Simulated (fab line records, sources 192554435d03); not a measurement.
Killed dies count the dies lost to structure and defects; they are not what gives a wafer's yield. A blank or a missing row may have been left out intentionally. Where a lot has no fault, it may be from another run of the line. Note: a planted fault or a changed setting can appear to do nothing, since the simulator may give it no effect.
Which tool was responsible?	flow n5-finfet	24 lots, 72 wafers sampled, at 6 steps of a route of 1938

## WHAT EACH GAUGE READ, for each wafer
N5_SD_EPI_P_OVL_MEAS_10.
lot	measured	on	SD_P_BLK_OVL (nm)
L074	day 3 05:29	overlay-01	0.2 0.7 1.1
L075	day 3 11:37	overlay-01	1.1 0.7 0.6
L076	day 3 21:36	overlay-01	0.3 -0.9 -0.4
L077	day 3 23:10	overlay-01	1.0 1.0 0.7
L078	day 4 05:32	overlay-02	0.0 0.1 0.0
L079	day 4 12:32	overlay-02	0.0 0.2 0.2
L080	day 4 19:17	overlay-01	-0.6 -0.3 -0.9
L081	day 5 00:43	overlay-02	0.9 1.8 0.7
L082	day 5 04:38	overlay-01	-0.3 0.2 -0.4
L083	day 5 11:20	overlay-01	0.5 0.0 0.3
L084	day 5 19:29	overlay-02	-0.4 -0.1 -1.0
L085	day 6 00:25	overlay-01	0.3 0.0 0.9
L086	day 6 05:22	overlay-01	0.7 0.4 0.6
L087	day 6 12:27	overlay-02	1.3 0.0 0.4
L088	day 6 17:56	overlay-01	-0.7 -0.4 -0.7
L089	day 7 04:14	overlay-02	0.2 -0.8 -0.4
L090	day 7 05:31	overlay-01	0.7 -0.2 0.0
L091	day 7 15:29	overlay-02	-0.5 -0.7 -0.3
L092	day 7 16:13	overlay-01	-0.6 0.0 0.0
L093	day 7 23:31	overlay-01	0.2 1.2 1.5
L094	day 8 04:16	overlay-02	0.2 0.3 0.7
L095	day 8 12:29	overlay-01	0.4 1.1 0.1
L096	day 8 22:23	overlay-01	0.2 0.8 1.4
L097	day 9 01:17	overlay-01	-0.9 -0.7 -1.0

N5_SDB_THK_MEAS_31.
lot	measured	on	SDB_THK (nm)
L074	day 3 22:02	film-metro-02	63.5 62.3 62.8
L075	day 4 03:11	film-metro-01	64.4 65.0 65.6
L076	day 4 13:54	film-metro-01	65.1 64.7 65.6
L077	day 4 14:51	film-metro-02	62.6 64.0 63.7
L078	day 4 22:53	film-metro-01	64.9 64.7 64.2
L079	day 5 04:33	film-metro-02	63.8 63.8 64.0
L080	day 5 11:08	film-metro-01	63.7 63.1 64.3
L081	day 5 16:37	film-metro-01	63.2 64.0 63.5
L082	day 5 21:12	film-metro-01	65.4 65.0 64.7
L083	day 6 03:07	film-metro-02	64.4 63.6 64.7
L084	day 6 11:28	film-metro-01	63.6 64.1 65.4
L085	day 6 16:50	film-metro-01	65.1 64.3 64.1
L086	day 6 20:45	film-metro-01	65.1 64.5 65.2
L087	day 7 03:47	film-metro-01	63.8 63.6 63.9
L088	day 7 09:55	film-metro-01	63.8 64.3 64.1
L089	day 7 19:52	film-metro-01	64.1 64.5 64.8
L090	day 7 21:19	film-metro-01	65.3 65.3 65.7
L091	day 8 06:36	film-metro-01	65.9 65.4 65.5
L092	day 8 07:59	film-metro-01	65.6 64.7 64.8
L093	day 8 15:02	film-metro-02	64.5 63.9 64.8
L094	day 8 21:33	film-metro-02	62.9 63.1 62.1
L095	day 9 07:34	film-metro-01	61.7 63.5 63.0
L096	day 9 14:13	film-metro-01	64.5 65.0 65.1
L097	day 9 17:47	film-metro-01	63.8 63.8 64.7

N5_HKMG_FIN_INSPECT_61: inspects for defects (macro).
lot	measured	on	raw-defect-count
L074	day 3 23:38	defect-inspect-02	4 3 6
L075	day 4 04:53	defect-inspect-01	0 0 3
L076	day 4 15:59	defect-inspect-01	1 3 0
L077	day 4 16:55	defect-inspect-02	1 2 3
L078	day 5 00:52	defect-inspect-02	0 2 1
L079	day 5 06:10	defect-inspect-01	2 6 6
L080	day 5 13:03	defect-inspect-01	2 7 4
L081	day 5 18:32	defect-inspect-01	1 3 1
L082	day 5 22:49	defect-inspect-01	1 1 1
L083	day 6 04:45	defect-inspect-02	1 2 2
L084	day 6 13:20	defect-inspect-02	0 3 4
L085	day 6 18:27	defect-inspect-01	3 1 2
L086	day 6 22:26	defect-inspect-01	4 1 3
L087	day 7 05:23	defect-inspect-02	1 2 4
L088	day 7 11:53	defect-inspect-02	2 2 1
L089	day 7 21:36	defect-inspect-01	1 1 6
L090	day 7 22:59	defect-inspect-01	5 3 1
L091	day 8 08:13	defect-inspect-02	3 2 3
L092	day 8 09:36	defect-inspect-01	1 3 7
L093	day 8 16:35	defect-inspect-02	2 0 4
L094	day 8 23:02	defect-inspect-02	2 3 4
L095	day 9 09:11	defect-inspect-01	1 2 2
L096	day 9 15:50	defect-inspect-02	1 2 1
L097	day 9 19:24	defect-inspect-02	0 1 3

## WHICH TOOL RAN EACH LOT (tool, then ch and the chambers of the sampled wafers, then the start)
lot	N5_SD_EPI_P_ETCH_36	N5_HKMG_FIN_HK_ALD_01	N5_HKMG_FIN_HK_ANNEAL_02
L074	rie-diel-06 ch 0,1,2, day 3 05:35	ald-hk-03 ch 0,1, day 3 22:38	rtp-anneal-01 ch 0, day 3 22:49
L075	rie-diel-05 ch 0,2,3, day 3 11:43	ald-hk-02 ch 0,1,3, day 4 03:52	rtp-anneal-02 ch 0, day 4 04:12
L076	rie-diel-05 ch 0,1,2, day 3 21:41	ald-hk-02 ch 0,2,3, day 4 14:40	rtp-anneal-02 ch 0, day 4 15:23
L077	rie-diel-05 ch 0,1,3, day 3 23:16	ald-hk-03 ch 0,1, day 4 15:28	rtp-anneal-01 ch 0, day 4 15:39
L078	rie-diel-06 ch 1,2,3, day 4 05:59	ald-hk-02 ch 0,2,3, day 4 23:46	rtp-anneal-02 ch 0, day 5 00:04
L079	rie-diel-03 ch 0,3, day 4 13:01	ald-hk-02 ch 0,3, day 5 05:10	rtp-anneal-02 ch 0, day 5 05:26
L080	rie-diel-03 ch 0,1,2, day 4 19:22	ald-hk-03 ch 0,2,3, day 5 11:47	rtp-anneal-01 ch 0, day 5 12:13
L081	rie-diel-05 ch 0,3, day 5 01:01	ald-hk-03 ch 1,3, day 5 17:13	rtp-anneal-02 ch 0, day 5 17:30
L082	rie-diel-03 ch 1,2,3, day 5 04:51	ald-hk-01 ch 0,2, day 5 21:49	rtp-anneal-02 ch 0, day 5 22:02
L083	rie-diel-05 ch 1,2, day 5 11:35	ald-hk-01 ch 0,1, day 6 03:44	rtp-anneal-02 ch 0, day 6 04:03
L084	rie-diel-06 ch 0,1,3, day 5 19:35	ald-hk-01 ch 1,2,3, day 6 12:05	rtp-anneal-01 ch 0, day 6 12:16
L085	rie-diel-05 ch 1,2,3, day 6 00:37	ald-hk-03 ch 0,2,3, day 6 17:27	rtp-anneal-02 ch 0, day 6 17:38
L086	rie-diel-05 ch 0,1,3, day 6 05:33	ald-hk-01 ch 1,2,3, day 6 21:27	rtp-anneal-02 ch 0, day 6 21:38
L087	rie-diel-03 ch 0,2,3, day 6 12:33	ald-hk-03 ch 0,3, day 7 04:23	rtp-anneal-02 ch 0, day 7 04:38
L088	rie-diel-03 ch 1,2,3, day 6 18:01	ald-hk-01 ch 0,1,3, day 7 10:44	rtp-anneal-01 ch 0, day 7 10:55
L089	rie-diel-03 ch 1,2, day 7 04:22	ald-hk-03 ch 0,1,2, day 7 20:30	rtp-anneal-01 ch 0, day 7 20:47
L090	rie-diel-05 ch 0,1, day 7 05:50	ald-hk-02 ch 0,2, day 7 21:57	rtp-anneal-01 ch 0, day 7 22:10
L091	rie-diel-03 ch 0,1, day 7 15:35	ald-hk-03 ch 0,1,3, day 8 07:14	rtp-anneal-02 ch 0, day 8 07:34
L092	rie-diel-03 ch 0,1,2, day 7 16:19	ald-hk-02 ch 1,2,3, day 8 08:36	rtp-anneal-01 ch 0, day 8 08:47
L093	rie-diel-06 ch 2,3, day 7 23:37	ald-hk-03 ch 0,2,3, day 8 15:38	rtp-anneal-01 ch 0, day 8 15:53
L094	rie-diel-06 ch 1,2,3, day 8 04:26	ald-hk-03 ch 1,2,3, day 8 22:10	rtp-anneal-02 ch 0, day 8 22:21
L095	rie-diel-05 ch 0,1,2, day 8 12:34	ald-hk-02 ch 0,1,3, day 9 08:10	rtp-anneal-02 ch 0, day 9 08:25
L096	rie-diel-05 ch 2,3, day 8 22:28	ald-hk-03 ch 0,1, day 9 14:50	rtp-anneal-02 ch 0, day 9 15:01
L097	rie-diel-06 ch 0,2,3, day 9 01:23	ald-hk-03 ch 1,2,3, day 9 18:24	rtp-anneal-01 ch 0, day 9 18:39
- N5_SD_EPI_P_ETCH_36: etches SiARC in CF4, target depth 45.5 nm, time 75.8 s.
- N5_HKMG_FIN_HK_ALD_01: deposits HfO2, target thk 1.6 nm, pulse time 3 s, purge time 3 s.
- N5_HKMG_FIN_HK_ANNEAL_02: time 30 s.

## AS READ BY THE TOOLS THEMSELVES (means over the sampled wafers that have a number; for cases with no such wafer, the mark the record gives instead)
N5_SD_EPI_P_ETCH_36.
lot	tool	chamber-pressure-mTorr (mTorr)	drypump-motor-current-A (A)	etch-rf-on-time-s (s)	oes-product-au (a.u.)	rf-vpp-V (V)	showerhead-plenum-p-Torr (Torr)	throttle-valve-pct (%)
L074	rie-diel-06	40.02	5.5	76.3	0.71	183.6	2.12	15.72
L075	rie-diel-05	39.99	5.6	75.6	0.65	184.6	2.18	15.60
L076	rie-diel-05	39.97	5.6	76.3	0.63	183.8	2.10	15.74
L077	rie-diel-05	40.04	5.4	75.4	0.65	183.1	2.14	15.65
L078	rie-diel-06	39.98	6.0	75.0	0.77	183.8	2.16	15.59
L079	rie-diel-03	40.03	5.2	75.5	0.70	184.4	2.19	15.47
L080	rie-diel-03	39.99	5.1	77.7	0.61	184.5	2.19	15.58
L081	rie-diel-05	40.01	5.3	75.8	0.66	184.9	2.18	15.45
L082	rie-diel-03	39.96	5.0	77.4	0.65	183.6	2.17	15.52
L083	rie-diel-05	39.97	5.7	75.7	0.60	183.3	2.06	15.97
L084	rie-diel-06	39.98	5.9	75.3	0.74	184.1	2.15	15.58
L085	rie-diel-05	40.02	5.7	76.4	0.62	184.2	2.13	15.84
L086	rie-diel-05	40.01	5.4	75.5	0.64	184.4	2.14	15.68
L087	rie-diel-03	39.98	5.1	75.8	0.65	184.8	2.16	15.52
L088	rie-diel-03	39.99	5.0	78.6	0.64	184.7	2.17	15.55
L089	rie-diel-03	40.00	5.1	76.4	0.61	184.9	2.18	15.63
L090	rie-diel-05	39.96	5.5	75.2	0.62	183.5	2.07	15.82
L091	rie-diel-03	39.98	5.3	77.9	0.61	184.5	2.21	15.64
L092	rie-diel-03	40.01	5.1	77.5	0.60	184.6	2.18	15.62
L093	rie-diel-06	40.02	6.4	75.8	0.72	184.0	2.15	15.56
L094	rie-diel-06	40.00	5.9	75.1	0.71	184.2	2.15	15.66
L095	rie-diel-05	40.02	5.6	76.1	0.61	182.6	2.09	15.81
L096	rie-diel-05	39.97	5.8	78.1	0.59	185.1	2.15	15.85
L097	rie-diel-06	39.99	6.0	75.8	0.67	182.8	2.10	15.72

N5_HKMG_FIN_HK_ALD_01.
lot	tool	precursor-pulse-height-rel
L074	ald-hk-03	1.000
L075	ald-hk-02	0.970
L076	ald-hk-02	0.996
L077	ald-hk-03	0.989
L078	ald-hk-02	0.993
L079	ald-hk-02	1.009
L080	ald-hk-03	0.998
L081	ald-hk-03	1.010
L082	ald-hk-01	1.010
L083	ald-hk-01	1.002
L084	ald-hk-01	0.990
L085	ald-hk-03	1.010
L086	ald-hk-01	1.000
L087	ald-hk-03	1.019
L088	ald-hk-01	1.001
L089	ald-hk-03	1.006
L090	ald-hk-02	0.996
L091	ald-hk-03	0.985
L092	ald-hk-02	1.017
L093	ald-hk-03	1.004
L094	ald-hk-03	0.988
L095	ald-hk-02	1.008
L096	ald-hk-03	1.003
L097	ald-hk-03	0.999

N5_HKMG_FIN_HK_ANNEAL_02.
lot	tool	lamp-power-pct (%)	lamp_zone_6_pct (%)	wafer_temp_C_max
L074	rtp-anneal-01	8.82	8.731	702.5
L075	rtp-anneal-02	8.80	8.730	703.0
L076	rtp-anneal-02	8.77	8.722	703.0
L077	rtp-anneal-01	8.73	8.723	702.8
L078	rtp-anneal-02	8.78	8.724	703.3
L079	rtp-anneal-02	8.85	8.728	702.8
L080	rtp-anneal-01	8.81	8.734	703.0
L081	rtp-anneal-02	8.80	8.723	703.0
L082	rtp-anneal-02	8.85	8.723	702.2
L083	rtp-anneal-02	8.79	8.722	703.0
L084	rtp-anneal-01	8.79	8.723	702.9
L085	rtp-anneal-02	8.84	8.734	703.6
L086	rtp-anneal-02	8.83	8.731	702.4
L087	rtp-anneal-02	8.79	8.727	703.1
L088	rtp-anneal-01	8.80	8.719	703.0
L089	rtp-anneal-01	8.80	8.726	702.8
L090	rtp-anneal-01	8.81	8.723	702.6
L091	rtp-anneal-02	8.81	8.733	703.2
L092	rtp-anneal-01	8.80	8.732	702.2
L093	rtp-anneal-01	8.78	8.729	703.0
L094	rtp-anneal-02	8.79	8.722	703.1
L095	rtp-anneal-02	8.78	8.727	702.5
L096	rtp-anneal-02	8.83	8.732	702.9
L097	rtp-anneal-01	8.81	8.721	702.8

## THE ANSWER, worked out from the rows above alone
Rule: usual is defined by the lots themselves. The widest of any qualifying gaps counts: lots, ordered by their means at a reading, are off when they make up no more than a third of the lots, leave a main group of 4 or more, and stand apart from it by 3 or more times the standard deviation of that group's means. A main group whose means are all the same, to the digits that the tables above print for the reading, isn't used. Also off: a lot with no number at a reading for which 4 or more lots have one. Where the step has rows for the other lots, those lots are counted as sound. After the gauges, taken in route order, come the tools' own readings; for these a lot's mean is taken, as printed above. The first step at which some lot is off is used, and at that step the reading that is off furthest; a lot without a number counts as furthest.
Across all readings shown, no lot is off: no conclusion can be drawn from this.

## WHAT WAS PUT IN BY THE SIMULATOR
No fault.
